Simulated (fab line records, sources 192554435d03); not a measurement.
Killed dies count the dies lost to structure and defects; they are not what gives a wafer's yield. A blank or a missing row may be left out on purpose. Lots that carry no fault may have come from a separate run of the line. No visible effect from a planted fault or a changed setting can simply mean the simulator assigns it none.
fab line records -- flow n5_finfet
record: lots: 12, wafers: 35, last_day: 17
route steps=1938 shown BEOL_M15@1825 MIM_TOP@1837 MIM_TOP_LITHO@1844 MIM_TOP_ETCH@1853 PASSIVATION@1936
lots with no fault: from the same line, run without faults
start_h: the number of hours between the record's first day and the start of the first shown wafer of the lot -- wait_h: hours from the lot's prior step to this one -- " the same as in the row above -- L1.1+2: several wafers, shown together as one row -- - no value present, or no start provided -- * or withheld: withheld -- < > ~ a bound
route shown NAME@n: NAME is a module with steps in the file, n the number in the route of the first one -- usual: mean and standard deviation over wafers with no fault -- same: alike in all rows -- chamber/n: place in a boat -- sites: the reading at each site -- _std_site: the standard deviation of these -- _edge_site: inner sites' mean taken away from outer sites' mean -- radius_mm: how far each site lies from the wafer's centre -- mask NAME#n: copy n -- behind: the most recent tool/chamber to have shaped the wafer -- hold: cause of the lot's hold/its duration in hours/its outcome -- device: which transistor (n, p or np) failed to switch -- end of line: the route-end tests of the same wafers -- for a step that has no rows: nothing shown but its recipe -- killed: at the first sort, the dies lost to defects and structure; wafer yield is something else -- map: dies across one wafer; x = killed, . = not, _ = none there
set.NAME: the setting the step ran with; set.NAME@STEP: the setting that earlier step ran with -- model.NAME: the simulator's own value behind a step, which no gauge read
steps of the route over a sample of lots; a table a step, a row a wafer
services: a tool's chamber out of use, with start hour (start_h, from the record's first day; less than 0 if before it), hours out, and reason
== steps ==
step: N5_BEOL_M15_THK_MEAS_50
recipe: thk_meas_gauge: xrf, reads: Cu_of_BEOL_M15_ECD_47
usual: M15_THK: 857/19
lot.wafer,tool,chamber,start_h,wait_h,M15_THK[nm]
L443.3,film_metro-02,-,248.94,-,872
L443.4,film_metro-02,-,248.94,-,851
L443.5,film_metro-02,-,248.94,-,852
L444.1,film_metro-02,-,260.42,-,872
L444.2,film_metro-02,-,260.42,-,877
L444.3,film_metro-02,-,260.42,-,841
L445.2,film_metro-02,-,263.77,-,866
L445.3,film_metro-02,-,263.77,-,864
L445.6,film_metro-02,-,263.77,-,862
L446.1,film_metro-01,-,266.30,-,875
L446.3,film_metro-01,-,266.30,-,876
L446.6,film_metro-01,-,266.30,-,879
L450.2,film_metro-02,-,291.72,-,875
L450.3,film_metro-02,-,291.72,-,884
L450.4,film_metro-02,-,291.72,-,830
L453.1,film_metro-01,-,313.74,-,868
L453.3,film_metro-01,-,313.74,-,871
L453.6,film_metro-01,-,313.74,-,868
L452.1,film_metro-02,-,314.18,-,855
L452.4,film_metro-02,-,314.18,-,850
L452.5,film_metro-02,-,314.18,-,842
L457.1,film_metro-01,-,338.76,-,878
L457.4,film_metro-01,-,338.76,-,880
L457.5,film_metro-01,-,338.76,-,890
L459.3,film_metro-02,-,349.13,-,832
L459.5,film_metro-02,-,349.13,-,838
L464.1,film_metro-01,-,377.45,-,853
L464.2,film_metro-01,-,377.45,-,878
L464.4,film_metro-01,-,377.45,-,859
L465.1,film_metro-01,-,388.91,-,816
L465.5,film_metro-01,-,388.91,-,856
L465.6,film_metro-01,-,388.91,-,840
L466.2,film_metro-01,-,392.07,-,823
L466.5,film_metro-01,-,392.07,-,817
L466.6,film_metro-01,-,392.07,-,898
step: N5_MIM_TOP_DEGAS_04
recipe: ambient: vacuum, temp_c: 300, time_s: 60
usual: heater_power_w: 462/24
lot.wafer,tool,chamber,start_h,wait_h,heater_power_w
L443.3,pvd_sputter-03,-,253.71,-,439
L443.4,pvd_sputter-03,-,253.71,-,470
L443.5,pvd_sputter-03,-,253.71,-,440
L444.1,pvd_sputter-01,-,263.77,-,459
L444.2,pvd_sputter-01,-,263.77,-,472
L444.3,pvd_sputter-01,-,263.77,-,444
L445.2,pvd_sputter-03,-,266.00,-,445
L445.3,pvd_sputter-03,-,266.00,-,480
L445.6,pvd_sputter-03,-,266.00,-,507
L446.1,pvd_sputter-03,-,269.86,-,440
L446.3,pvd_sputter-03,-,269.86,-,492
L446.6,pvd_sputter-03,-,269.86,-,464
L450.2,pvd_sputter-02,-,294.75,-,462
L450.3,pvd_sputter-02,-,294.75,-,470
L450.4,pvd_sputter-02,-,294.75,-,430
L453.1,pvd_sputter-01,-,317.80,-,447
L453.3,pvd_sputter-01,-,317.80,-,471
L453.6,pvd_sputter-01,-,317.80,-,482
L452.1,pvd_sputter-01,-,318.10,-,448
L452.4,pvd_sputter-01,-,318.10,-,465
L452.5,pvd_sputter-01,-,318.10,-,468
L457.1,pvd_sputter-03,-,342.29,-,481
L457.4,pvd_sputter-03,-,342.29,-,497
L457.5,pvd_sputter-03,-,342.29,-,448
L459.3,pvd_sputter-03,-,353.29,-,504
L459.5,pvd_sputter-03,-,353.29,-,477
L464.1,pvd_sputter-02,-,381.33,-,466
L464.2,pvd_sputter-02,-,381.33,-,425
L464.4,pvd_sputter-02,-,381.33,-,467
L465.1,pvd_sputter-03,-,394.81,-,500
L465.5,pvd_sputter-03,-,394.81,-,494
L465.6,pvd_sputter-03,-,394.81,-,445
L466.2,pvd_sputter-02,-,396.19,-,464
L466.5,pvd_sputter-02,-,396.19,-,461
L466.6,pvd_sputter-02,-,396.19,-,501
step: N5_MIM_TOP_LITHO_PEB_06
recipe: peb_temp_c: withheld, peb_time_s: *
usual: exhaust_pa: 45.0/0.84
lot.wafer,tool,chamber,start_h,wait_h,exhaust_pa
L443.3,litho_track-01,0,254.15,0.0,45.5
L443.4,litho_track-01,0,254.15,0.0,46.2
L443.5,litho_track-01,0,254.15,0.0,46.0
L444.1,litho_track-03,0,264.08,0.1,44.4
L444.2,litho_track-03,0,264.08,0.1,43.9
L444.3,litho_track-03,0,264.08,0.1,44.7
L445.2,litho_track-01,0,266.44,0.0,42.9
L445.3,litho_track-01,0,266.44,0.0,44.6
L445.6,litho_track-01,0,266.44,0.0,43.7
L446.1,litho_track-01,0,270.30,0.1,46.1
L446.3,litho_track-01,0,270.30,0.1,45.5
L446.6,litho_track-01,0,270.30,0.1,43.8
L450.2,litho_track-01,0,295.19,0.0,44.3
L450.3,litho_track-01,0,295.19,0.0,43.5
L450.4,litho_track-01,0,295.19,0.0,44.5
L453.1,litho_track-03,0,318.24,0.1,45.1
L453.3,litho_track-03,0,318.24,0.1,45.3
L453.6,litho_track-03,0,318.24,0.1,45.1
L452.1,litho_track-03,0,318.54,0.1,45.9
L452.4,litho_track-03,0,318.54,0.1,45.8
L452.5,litho_track-03,0,318.54,0.1,45.5
L457.1,litho_track-01,0,342.60,0.1,46.1
L457.4,litho_track-01,0,342.60,0.1,44.6
L457.5,litho_track-01,0,342.60,0.1,46.1
L459.3,litho_track-04,0,353.60,0.0,44.7
L459.5,litho_track-04,0,353.60,0.0,44.8
L464.1,litho_track-03,0,381.64,0.1,45.0
L464.2,litho_track-03,0,381.64,0.1,46.7
L464.4,litho_track-03,0,381.64,0.1,45.4
L465.1,litho_track-01,0,395.12,0.1,44.1
L465.5,litho_track-01,0,395.12,0.1,44.6
L465.6,litho_track-01,0,395.12,0.1,42.8
L466.2,litho_track-04,0,396.50,0.0,45.6
L466.5,litho_track-04,0,396.50,0.0,44.6
L466.6,litho_track-04,0,396.50,0.0,45.2
step: N5_MIM_TOP_LITHO_CD_MEAS_08
recipe: target_cd_nm: 2000, landing_energy_ev: 500, detector: se_inlens
usual: cd_nm: 1999.1/2.2
lot.wafer,tool,chamber,start_h,wait_h,cd_nm
L443.3,cd_sem-03,0,254.27,-,1999.9
L443.4,cd_sem-03,0,254.27,-,2002.3
L443.5,cd_sem-03,0,254.27,-,1998.2
L444.1,cd_sem-03,0,264.20,-,2000.9
L444.2,cd_sem-03,0,264.20,-,1995.4
L444.3,cd_sem-03,0,264.20,-,1996.4
L445.2,cd_sem-02,0,266.56,-,1996.8
L445.3,cd_sem-02,0,266.56,-,1999.9
L445.6,cd_sem-02,0,266.56,-,1999.2
L446.1,cd_sem-02,0,270.42,-,1999.3
L446.3,cd_sem-02,0,270.42,-,1998.5
L446.6,cd_sem-02,0,270.42,-,1997.9
L450.2,cd_sem-03,0,295.31,-,1996.8
L450.3,cd_sem-03,0,295.31,-,1997.2
L450.4,cd_sem-03,0,295.31,-,1998.9
L453.1,cd_sem-02,0,318.36,-,2008.6
L453.3,cd_sem-02,0,318.36,-,2004.9
L453.6,cd_sem-02,0,318.36,-,2002.8
L452.1,cd_sem-01,0,318.66,-,2008.5
L452.4,cd_sem-01,0,318.66,-,1998.5
L452.5,cd_sem-01,0,318.66,-,2001.1
L457.1,cd_sem-01,0,342.73,-,2001.2
L457.4,cd_sem-01,0,342.73,-,1998.9
L457.5,cd_sem-01,0,342.73,-,1999.8
L459.3,cd_sem-02,0,353.72,-,2000.3
L459.5,cd_sem-02,0,353.72,-,1999.8
L464.1,cd_sem-02,0,381.76,-,1996.4
L464.2,cd_sem-02,0,381.76,-,1996.9
L464.4,cd_sem-02,0,381.76,-,2003.4
L465.1,cd_sem-03,0,395.24,-,1998.1
L465.5,cd_sem-03,0,395.24,-,1996.8
L465.6,cd_sem-03,0,395.24,-,1997.0
L466.2,cd_sem-02,0,396.62,-,2002.2
L466.5,cd_sem-02,0,396.62,-,1998.1
L466.6,cd_sem-02,0,396.62,-,2001.1
step: N5_MIM_TOP_ETCH_PECVD_03
recipe: material: SiNx, target_thk_a: 200, temp_c: 400, precursor: SiH4/NH3/N2, pressure_torr: 1.5, rf_w: 300, time_s: 17.6
usual: heater_power_outer_w: 468/59, heater_power_w: 773/88, showerhead_plenum_p_Torr: 5.19/0.067, throttle_valve_pct: 40.6/2
lot.wafer,tool,chamber,start_h,wait_h,heater_power_outer_w,heater_power_w,showerhead_plenum_p_Torr,throttle_valve_pct
L443.3,pecvd-04,1,254.64,-,456,752,5.21,41.9
L443.4,pecvd-04,0,254.64,-,538,819,5.19,39.9
L443.5,pecvd-04,1,254.64,-,445,729,5.20,42.1
L444.1,pecvd-02,0,264.65,-,547,832,5.11,41.0
L444.2,pecvd-02,2,264.65,-,375,626,5.02,37.7
L444.3,pecvd-02,0,264.65,-,523,829,5.11,41.1
L445.2,pecvd-04,1,267.10,-,448,760,5.21,41.9
L445.3,pecvd-04,2,267.10,-,459,785,5.22,37.9
L445.6,pecvd-04,1,267.10,-,443,771,5.20,41.6
L446.1,pecvd-02,2,271.07,-,382,622,5.02,37.2
L446.3,pecvd-02,2,271.07,-,377,617,5.04,37.3
L446.6,pecvd-02,2,271.07,-,381,611,5.02,37.3
L450.2,pecvd-01,2,295.69,-,478,721,5.21,42.2
L450.3,pecvd-01,0,295.69,-,531,921,5.29,43.6
L450.4,pecvd-01,1,295.69,-,502,788,5.20,39.9
L453.1,pecvd-01,0,319.02,-,522,901,5.29,43.5
L453.3,pecvd-01,2,319.02,-,421,668,5.20,42.2
L453.6,pecvd-01,1,319.02,-,424,707,5.21,39.9
L452.1,pecvd-04,2,319.08,-,385,738,5.19,37.9
L452.4,pecvd-04,0,319.08,-,474,796,5.19,39.8
L452.5,pecvd-04,1,319.08,-,428,734,5.21,41.8
L457.1,pecvd-04,2,343.40,-,471,823,5.20,38.2
L457.4,pecvd-04,1,343.40,-,416,686,5.21,41.8
L457.5,pecvd-04,0,343.40,-,558,911,5.17,39.6
L459.3,pecvd-01,0,354.10,-,452,818,5.31,43.9
L459.5,pecvd-01,1,354.10,-,493,774,5.20,40.0
L464.1,pecvd-01,2,382.14,-,489,732,5.21,42.6
L464.2,pecvd-01,1,382.14,-,498,754,5.20,39.9
L464.4,pecvd-01,1,382.14,-,514,775,5.22,40.1
L465.1,pecvd-01,0,395.64,-,463,825,5.28,43.6
L465.5,pecvd-01,2,395.64,-,488,723,5.21,42.4
L465.6,pecvd-01,0,395.64,-,463,836,5.31,43.7
L466.2,pecvd-04,0,397.00,-,563,916,5.20,40.0
L466.5,pecvd-04,2,397.00,-,388,716,5.19,38.2
L466.6,pecvd-04,0,397.00,-,576,918,5.18,39.8
step: N5_PASSIVATION_PROBE_49
usual: defect_limited_yield: 91.4/1.4, killed_at_M0_to_M3: 34/8.9, killed_at_M4_up: 13/4.6, killed_at_contacts: 12/5.5, killed_at_front_end: 41/11, killed_at_other: 3.1/2.9, killed_dies: 102/16, killed_open: 66/11, killed_short: 34/7.6, sort_bin_5_function: 5.1/0.89, sort_bin_6_memory: 3.2/0.61, sort_bin_8_speed: 0.02/0.12, sort_n_pass: 1078/16
same: gross_dies: 1180, killed_at_back_side: 0, sort_bin_4_leakage[%]: 0
lot.wafer,tool,chamber,start_h,wait_h,defect_limited_yield[%],killed_at_M0_to_M3,killed_at_M4_up,killed_at_contacts,killed_at_front_end,killed_at_other,killed_dies,killed_open,killed_short,sort_bin_5_function[%],sort_bin_6_memory[%],sort_bin_8_speed[%],sort_n_pass
L445.2,prober-01,-,277.57,0.1,91.8,38,14,12,31,2,97,68,28,4.7,3.3,0,1083
L445.3,prober-01,-,277.62,0.1,90.8,32,11,13,50,2,108,67,31,5.3,2.7,0,1072
L445.6,prober-01,-,277.77,0.3,92.4,31,14,2,42,1,90,67,22,4.2,3.4,0,1090
L453.1,prober-02,-,329.95,0.0,93.8,22,25,5,20,1,73,52,21,4.0,2.1,0,1107
L453.3,prober-02,-,330.05,0.1,90.6,29,15,17,46,4,111,61,39,5.3,3.0,0,1069
L453.6,prober-02,-,330.20,0.3,90.7,39,15,12,38,6,110,71,39,5.5,3.6,1.36,1054
L452.1,prober-02,-,332.69,0.0,89.7,39,13,21,46,2,121,78,36,5.5,3.9,0,1059
L452.4,prober-02,-,332.84,0.2,89.5,37,16,15,53,3,124,94,27,6.1,4.2,0,1056
L452.5,prober-02,-,332.89,0.2,92.9,19,13,10,37,5,84,62,21,4.4,2.5,0,1096
L457.1,prober-01,-,354.29,0.0,90.8,27,9,15,48,9,108,70,37,4.6,4.2,0,1072
L457.4,prober-01,-,354.44,0.2,92.5,24,10,15,35,5,89,59,29,4.6,2.5,0,1091
L457.5,prober-01,-,354.49,0.2,93.0,26,11,8,37,1,83,53,26,3.4,3.1,0,1097
L459.3,prober-02,-,362.56,0.1,93.5,32,14,7,21,3,77,46,29,4.4,1.9,0,1103
L459.5,prober-02,-,362.66,0.2,91.4,34,24,7,34,2,101,70,26,4.8,3.3,0,1079
L464.1,prober-02,-,391.92,0.0,92.0,44,16,5,25,4,94,54,37,4.7,2.7,0,1086
L464.2,prober-02,-,391.97,0.1,90.3,37,16,16,38,7,114,81,31,5.4,3.9,0,1066
L464.4,prober-02,-,392.07,0.2,91.4,32,10,11,48,0,101,60,41,5.3,2.9,0,1079
killed by level:class
L445.2 MOL_CONTACT_COAG:geometric_particle:open=9 BEOL_M1:geometric_particle:open=9 FIN_SAQP:geometric_particle:open=8 BEOL_M2:geometric_particle:open=8 BEOL_M3:geometric_particle:open=6 BEOL_M4:geometric_particle:open=6 FIN_SAQP:geometric_particle:short=5 GATE_CUT:geometric_particle:short=5
L445.3 FIN_SAQP:geometric_particle:open=12 MOL_CONTACT_COAG:geometric_particle:open=12 BEOL_M0_SAQP:geometric_particle:short=10 FIN_SAQP:geometric_particle:short=9 HKMG_FIN:area_etch=9 BEOL_M3:geometric_particle:open=8 GATE_CUT:geometric_particle:short=6 DUMMY_GATE:geometric_particle:open=5
L445.6 BEOL_M3:geometric_particle:open=11 FIN_SAQP:geometric_particle:open=10 FIN_SAQP:geometric_particle:short=8 BEOL_M2:geometric_particle:open=6 STI_FIN_REVEAL:geometric_particle:open=5 BEOL_M0_SAQP:geometric_particle:open=5 BEOL_M7:geometric_particle:open=5 STARTING-WAFER:geometric_particle:open=5
L453.1 BEOL_M4:geometric_particle:open=8 BEOL_M0_SAQP:geometric_particle:short=7 BEOL_M8:geometric_particle:open=6 FIN_SAQP:geometric_particle:open=4 MOL_CONTACT_COAG:geometric_particle:open=4 BEOL_M0_SAQP:geometric_particle:open=4 BEOL_M1:geometric_particle:open=4 GATE_CUT:geometric_particle:open=3
L453.3 MOL_CONTACT_COAG:geometric_particle:open=14 HKMG_FIN:area_etch=11 FIN_SAQP:geometric_particle:short=9 FIN_SAQP:geometric_particle:open=9 BEOL_M0_SAQP:geometric_particle:short=9 GATE_CUT:geometric_particle:short=6 BEOL_M1:geometric_particle:open=6 BEOL_M0_SAQP:geometric_particle:open=6
L453.6 FIN_SAQP:geometric_particle:short=11 MOL_CONTACT_COAG:geometric_particle:open=10 BEOL_M1:geometric_particle:open=10 BEOL_M0_SAQP:geometric_particle:short=9 FIN_SAQP:geometric_particle:open=7 BEOL_M2:geometric_particle:open=7 BEOL_M4:geometric_particle:open=6 BEOL_M0_SAQP:geometric_particle:open=5
L452.1 MOL_CONTACT_COAG:geometric_particle:open=19 FIN_SAQP:geometric_particle:open=11 BEOL_M0_SAQP:geometric_particle:short=11 BEOL_M3:geometric_particle:open=10 BEOL_M4:geometric_particle:open=8 FIN_SAQP:geometric_particle:short=7 HKMG_FIN:area_etch=7 STI_FIN_REVEAL:geometric_particle:open=6
L452.4 STI_FIN_REVEAL:geometric_particle:open=19 BEOL_M3:geometric_particle:open=16 FIN_SAQP:geometric_particle:open=15 MOL_CONTACT_COAG:geometric_particle:open=12 FIN_SAQP:geometric_particle:short=6 BEOL_M0_SAQP:geometric_particle:open=6 BEOL_M2:geometric_particle:open=5 BEOL_M5:geometric_particle:open=4
L452.5 FIN_SAQP:geometric_particle:short=10 MOL_CONTACT_COAG:geometric_particle:open=10 FIN_SAQP:geometric_particle:open=8 BEOL_M3:geometric_particle:open=7 STI_FIN_REVEAL:geometric_particle:open=5 DUMMY_GATE:geometric_particle:open=5 BEOL_M0_SAQP:geometric_particle:open=4 BEOL_M4:geometric_particle:open=4
L457.1 FIN_SAQP:geometric_particle:short=13 FIN_SAQP:geometric_particle:open=12 MOL_CONTACT_COAG:geometric_particle:open=11 STI_FIN_REVEAL:geometric_particle:open=9 BEOL_M0_SAQP:geometric_particle:open=6 BEOL_M3:geometric_particle:open=5 GATE_CUT:geometric_particle:short=4 MOL_CONTACT_COAG:geometric_particle:short=4
L457.4 MOL_CONTACT_COAG:geometric_particle:open=11 FIN_SAQP:geometric_particle:short=7 STI_FIN_REVEAL:geometric_particle:open=6 ILD0:geometric_particle:short=5 BEOL_M0:geometric_particle:open=5 BEOL_M2:geometric_particle:open=5 BEOL_M3:geometric_particle:open=5 FIN_SAQP:geometric_particle:open=4
L457.5 STI_FIN_REVEAL:geometric_particle:open=9 MOL_CONTACT_COAG:geometric_particle:open=8 BEOL_M1:geometric_particle:open=8 FIN_SAQP:geometric_particle:open=6 BEOL_M0_SAQP:geometric_particle:open=5 BEOL_M0_SAQP:geometric_particle:short=5 BEOL_M3:geometric_particle:open=5 FIN_SAQP:geometric_particle:short=4
L459.3 BEOL_M0_SAQP:geometric_particle:open=9 MOL_CONTACT_COAG:geometric_particle:open=7 BEOL_M0_SAQP:geometric_particle:short=7 BEOL_M4:geometric_particle:open=7 FIN_SAQP:geometric_particle:open=4 BEOL_M3:geometric_particle:open=4 FIN_SAQP:geometric_particle:short=3 BEOL_M1:geometric_particle:open=3
L459.5 BEOL_M4:geometric_particle:open=15 BEOL_M1:geometric_particle:open=11 STI_FIN_REVEAL:geometric_particle:open=7 FIN_SAQP:geometric_particle:open=6 MOL_CONTACT_COAG:geometric_particle:open=6 BEOL_M0_SAQP:geometric_particle:short=6 BEOL_M3:geometric_particle:open=5 GATE_CUT:geometric_particle:short=5
L464.1 BEOL_M0_SAQP:geometric_particle:short=14 BEOL_M0_SAQP:geometric_particle:open=9 BEOL_M1:geometric_particle:open=9 BEOL_M4:geometric_particle:open=8 BEOL_M3:geometric_particle:open=6 ILD0:geometric_particle:short=4 ILD0:geometric_particle:open=4 BEOL_M4:geometric_particle:short=4
L464.2 STI_FIN_REVEAL:geometric_particle:open=15 BEOL_M0_SAQP:geometric_particle:open=14 MOL_CONTACT_COAG:geometric_particle:open=14 BEOL_M4:geometric_particle:open=12 BEOL_M0_SAQP:geometric_particle:short=8 BEOL_M2:geometric_particle:open=5 FIN_SAQP:geometric_particle:short=4 STARTING-WAFER:geometric_particle:short=4
L464.4 STI_FIN_REVEAL:geometric_particle:open=9 BEOL_M0_SAQP:geometric_particle:open=9 ILD0:geometric_particle:short=8 BEOL_M0_SAQP:geometric_particle:short=7 MOL_CONTACT_COAG:geometric_particle:open=7 BEOL_M3:geometric_particle:open=7 FIN_SAQP:geometric_particle:open=6 FIN_SAQP:geometric_particle:short=5
== services ==
tool,chamber,start_h,hours,kind
pecvd-02,1,261.67,13.0,repair
litho_track-04,-,262.09,-,consumable_replace:filter
pecvd-01,-,271.15,6.0,pm
pecvd-02,0,281.59,5.5,scheduled_down
pecvd-04,-,307.90,2.5,repair
litho_track-03,-,312.00,-,consumable_replace:filter
pecvd-02,2,337.95,5.5,scheduled_down
pecvd-02,-,348.21,5.5,pm
litho_track-04,-,355.65,-,consumable_replace:filter
pvd_sputter-01,-,366.77,2.1,repair
pecvd-01,0,376.50,2.1,repair
pvd_sputter-03,-,381.22,0.7,repair
pecvd-01,1,384.43,5.5,scheduled_down
pecvd-04,1,392.95,4.7,repair
litho_track-03,-,396.10,-,consumable_replace:filter
== key ==
first_sign: step: N5_MIM_TOP_LITHO_CD_MEAS_08, reading: cd_nm, direction: up, sigmas: 3.8, usual: 1999.1, struck: 2007.3
effect none on later readings
met_at N5_MIM_TOP_LITHO_PEB_06
struck_lots L452,L453
struck_wafers L452.1,L453.1,L453.3
baseline_loss: step: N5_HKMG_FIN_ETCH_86, wafers: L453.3
not_acting_at N5_BEOL_M15_THK_MEAS_50,N5_MIM_TOP_DEGAS_04,N5_MIM_TOP_ETCH_PECVD_03
onset_between 264.08 318.24
fault: kind: process_parameter_drift, tool: litho_track-03, chamber: -, onset_h: 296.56, steps: N5_MIM_TOP_LITHO_PEB_06, channel: peb_time_s, offset: *, shape: step, end_h: 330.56, scope: struck_wafers_only, acts_in: *, stated: *
baseline_loss: these wafers lose ten dies or more at that step, a loss of the line's own and not of a fault; the sort's usual values leave them out
